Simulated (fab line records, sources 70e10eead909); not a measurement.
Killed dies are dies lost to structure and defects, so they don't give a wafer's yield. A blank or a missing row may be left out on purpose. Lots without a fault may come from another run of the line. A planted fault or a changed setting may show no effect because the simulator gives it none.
A struck lot beside a sound one | flow nand_harc | 38 steps out of a route of 1302
Sound: wafers L743.4, L743.5, L743.6. Struck: wafers L750.1, L750.3, L750.5. The cause comes at the end.
At each step with rows: each side's tool, then ch and its chambers, then its first start. Under that, the readings that differ: sound wafers | struck wafers | difference of the means | sigmas: that difference in standard deviations of wafers without a fault.
alike: readings whose means differ by less than 2 such deviations, and words and numbers that are the same on both sides. not compared: withheld readings, readings that some wafer has no value for, bounds like >300 that may hide the same value, and numbers for which the record gives no deviation and whose values overlap.
The two part at a step that has a row with sigmas, a row that says differs or no value, or rows on one side only. Numbers that don't overlap but have no deviation are shown without sigmas and don't part them. A reading that every wafer of one side lacks parts them only if that side has two wafers or more.

first, 10 steps without rows for these wafers: NHARC_A_CHANNEL_HOLE_D2_DEP_00 (deposits aC, target thk 3100 nm); NHARC_A_CHANNEL_HOLE_D2_DEP_01 (deposits SiON, target thk 140 nm); NHARC_A_CHANNEL_HOLE_D2_DEHYDRATE_02 (time 120 s); NHARC_A_CHANNEL_HOLE_D2_HMDS_03 (time 30 s); NHARC_A_CHANNEL_HOLE_D2_COAT_36 (time 75 s); NHARC_A_CHANNEL_HOLE_D2_COAT_37 (time 65 s); NHARC_A_CHANNEL_HOLE_D2_COAT_04 (resist thk 90 nm); NHARC_A_CHANNEL_HOLE_D2_SOFTBAKE_05 (time 55 s); NHARC_A_CHANNEL_HOLE_D2_EBR_06; NHARC_A_CHANNEL_HOLE_D2_EXPOSE_07 (exposes mask HOLE D2, target cd 100 nm).
NHARC_A_CHANNEL_HOLE_D2_PEB_08: peb time 65 s.
  sound on litho_track-04 ch 0, day 14 04:25; struck on litho_track-04 ch 0, day 17 11:12
  reading                  | sound             | struck            | difference | sigmas
  heater_power_total_W (W) | 157.1 157.1 156.1 | 173.8 174.3 174.5 | +17.4      | +43
then, 1 step without rows for these wafers: NHARC_A_CHANNEL_HOLE_D2_DEVELOP_09 (develop time 35 s).
NHARC_A_CHANNEL_HOLE_D2_CD_MEAS_10: target cd 100 nm.
  sound on cd_sem-03 ch 0, day 14 04:29; struck on cd_sem-01 ch 0
  reading    | sound             | struck         | difference | sigmas
  cd_nm (nm) | 100.7 100.3 100.3 | 95.8 95.1 94.6 | -5.3       | -10
  not compared: hold
NHARC_A_CHANNEL_HOLE_D2_DESCUM_15: chemistry O2, time 3 s.
  sound on rie_diel-06 ch 0,1,3, day 14 04:41; struck on rie_diel-10 ch 1,3, day 17 19:46
  reading                            | sound             | struck            | difference | sigmas
  rf_vpp_V (V)                       | 59.0 58.1 59.4    | 56.6 57.6 57.1    | -1.7       | -2
  model.A_CHANNEL_HOLE_D2.cd_nm (nm) | 100.3 99.73 100.6 | 96.06 95.33 95.14 | -4.70      |
  alike: drypump_motor_current_A, oes_product_au, showerhead_plenum_p_Torr, throttle_valve_pct
  not compared: rf_hours_counter_h
then, 16 steps without rows for these wafers: NHARC_A_CHANNEL_HOLE_D2_ETCH_38 (etches the open film in CF4, target depth 39 nm, time 65 s); NHARC_A_CHANNEL_HOLE_D2_ETCH_39 (etches the open film in N2/H2, target depth 260 nm, time 325 s); NHARC_A_CHANNEL_HOLE_D2_ETCH_34 (etches the open film in CF4/CHF3, target depth 154 nm, time 77 s); NHARC_A_CHANNEL_HOLE_D2_ETCH_16 (etches the open film in O2/COS, target depth 3100 nm, time 806 s); NHARC_A_CHANNEL_HOLE_D2_ETCH_19 (etches the open film in C4F8/O2/Ar, time 34.5 s); NHARC_A_CHANNEL_HOLE_D2_ETCH_20 (etches the open film in C4F8/O2/Ar, time 361.9 s, target depth 1600 nm); NHARC_A_CHANNEL_HOLE_D2_ETCH_21 (etches the open film in C4F8/O2/Ar, time 514.3 s, target depth 1600 nm); NHARC_A_CHANNEL_HOLE_D2_ETCH_22 (etches the open film in C4F8/O2/Ar, time 666.7 s, target depth 1600 nm); NHARC_A_CHANNEL_HOLE_D2_ETCH_23 (etches the open film in C4F8/O2/Ar, time 819 s, target depth 1600 nm); NHARC_A_CHANNEL_HOLE_D2_ETCH_24 (etches the open film in C4F8/O2/Ar, time 906.2 s, target depth 1500 nm); NHARC_A_CHANNEL_HOLE_D2_ETCH_25 (etches the open film in C4F8/O2/Ar, time 1040.2 s, target depth 1500 nm); NHARC_A_CHANNEL_HOLE_D2_ETCH_26 (etches the open film in C4F8/O2/Ar, time 224.1 s, target depth 300 nm); NHARC_A_CHANNEL_HOLE_D2_ETCH_27 (etches the open film in C4F8/O2/Ar, time 90 s, target depth 400 nm); NHARC_A_CHANNEL_HOLE_D2_STRIP_41 (strips in N2/H2); NHARC_A_CHANNEL_HOLE_D2_STRIP_42 (strips in CF4/CHF3); NHARC_A_CHANNEL_HOLE_D2_STRIP_43 (strips in O2/COS).
NHARC_A_CHANNEL_HOLE_D2_ETCH_44: etches the open film in CF4/O2, target depth 140 nm, overetch 14 nm, time 77 s.
  sound on rie_diel-11 ch 0,2,3, day 14 10:35; struck on rie_diel-06 ch 0,1,2, day 18 02:22
  reading                            | sound             | struck            | difference | sigmas
  model.A_CHANNEL_HOLE_D2.cd_nm (nm) | 89.54 89.51 88.03 | 85.45 83.74 85.97 | -3.97      |
  alike: drypump_motor_current_A, oes_f_703_au, oes_product_au, rf_vpp_V, showerhead_plenum_p_Torr, throttle_valve_pct
  not compared: rf_hours_counter_h
then, 3 steps without rows for these wafers: NHARC_A_CHANNEL_HOLE_D2_STRIP_28 (strips in O2); NHARC_A_CHANNEL_HOLE_D2_PRECLEAN_29 (cleans in SC1); NHARC_A_CHANNEL_HOLE_D2_SRD_30.
NHARC_A_CHANNEL_HOLE_D2_CD_MEAS_31:
  sound on cd_sem-01, day 14 11:22; struck on cd_sem-01, day 18 03:22
  reading    | sound          | struck         | difference | sigmas
  cd_nm (nm) | 88.8 90.7 88.8 | 84.9 83.7 85.3 | -4.8       | -4
  not compared: hold
NHARC_A_CHANNEL_HOLE_D2_XSEM_32:
  sound on xsem-01 ch 0, day 14 11:27; struck on xsem-01 ch 0
  reading        | sound          | struck         | difference                    | sigmas
  bot_cd_nm (nm) | 73.9 75.9 73.4 | 69.5 68.3 69.7 | -5.2                          | -3
  bow_nm (nm)    | 8.83 8.77 8.81 | - - -          | no value on the struck wafers |
  alike: tilt_deg
  not compared: hold
-- the record jumps here: 10 days lie between the struck wafers' starts before and after (it left off in module A_CHANNEL_HOLE_D2 and takes up again in module END, whose first step shown is number 1301 of the route) --
NHARC_END_WLT_00:
  sound on prober-01, day 25 02:34; struck on prober-02, day 28 10:41
  reading                           | sound             | struck            | difference | sigmas
  VT_DECK1_BOTTOM                   | 0.862 0.864 0.865 | 0.885 0.887 0.887 | +0.023     | +3
  VT_DECK1_MEDIAN_NEAR_BOTTOM       | 0.862 0.864 0.863 | 0.878 0.888 0.884 | +0.020     | +3
  VT_DECK1_MEDIAN_NEAR_BOTTOM_INNER | 0.867 0.868 0.863 | 0.885 0.887 0.881 | +0.018     | +3
  VT_DECK1_TOP                      | 0.893 0.890 0.888 | 0.910 0.907 0.913 | +0.020     | +3
  VT_DECK1_TOP_INNER                | 0.888 0.887 0.887 | 0.915 0.911 0.908 | +0.024     | +3
  VT_DECK2_BOTTOM                   | 0.874 0.874 0.874 | 0.865 0.848 0.858 | -0.017     | -2
  VT_DECK2_MEDIAN_NEAR_BOTTOM       | 0.873 0.872 0.873 | 0.858 0.849 0.855 | -0.019     | -3
  VT_DECK2_MEDIAN_NEAR_BOTTOM_INNER | 0.871 0.871 0.864 | 0.850 0.849 0.854 | -0.018     | -2
  VT_DECK2_TOP_INNER                | 0.903 0.907 0.898 | 0.888 0.883 0.883 | -0.018     | -2
  alike: VT_DECK1_BOTTOM_INNER, VT_DECK1_MIDDLE, VT_DECK1_MIDDLE_INNER, VT_DECK2_BOTTOM_INNER, VT_DECK2_MIDDLE, VT_DECK2_MIDDLE_INNER, VT_DECK2_TOP
NHARC_END_SORT_01:
  the record has rows for the struck wafers here (prober-02 ch 0, day 28 13:38) and none for the sound ones

WHERE THEY PART
First at NHARC_A_CHANNEL_HOLE_D2_PEB_08; last, within this record, at NHARC_END_SORT_01.

WHY: what the simulator had put in
Process parameter drift: litho_track-04, from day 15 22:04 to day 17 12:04, at NHARC_A_CHANNEL_HOLE_D2_PEB_08. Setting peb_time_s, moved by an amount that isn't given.
